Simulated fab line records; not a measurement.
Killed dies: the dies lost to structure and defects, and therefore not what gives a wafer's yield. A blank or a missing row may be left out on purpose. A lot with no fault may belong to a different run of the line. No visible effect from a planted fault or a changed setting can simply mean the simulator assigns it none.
Chamber matching ; flow n5-finfet ; N5_MOL_CONTACT_COAG_ETCH_105 on rie-diel-03: 3 sister chambers
The step etches SiARC in CF4, target depth 15.6 nm, time 26 s. 3 wafers are shown with their chamber, then 6 later ones without.

== EACH WAFER AND ITS CHAMBER ==
wafer;chamber;showerhead-plenum-p-Torr (Torr)
L089.2;3;2.06
L090.2;0;2.23
L090.3;1;2.16

== WAFERS MISSING THEIR CHAMBER ==
wafer;showerhead-plenum-p-Torr (Torr)
L090.6;2.23
L093.1;2.15
L093.2;2.23
L093.5;2.23
L097.4;2.22
L097.5;2.15

== THE CHAMBER EACH PASSED THROUGH ==
wafer;from the rows above;in truth
L090.6;0;0
L093.1;1;1
L093.2;0;0
L093.5;0;0
L097.4;0;0
L097.5;1;1
Placed correctly: 6 of 6. Left unplaced by these rows: 0. Placed wrongly: 0.
How it was worked out, from the rows above alone: a wafer's distance from a chamber is the root of the sum, over the readings, of the square of ((its reading less the chamber's mean) divided by the reading's scatter). If the next closest chamber is less than 2 further off than the closest, the wafer can't be placed; otherwise it belongs to the closest. A chamber's mean is the mean of its shown wafers. The scatter: with one shown wafer a chamber, the root of the mean of the squares of how far each hidden wafer lies from its nearest shown one.
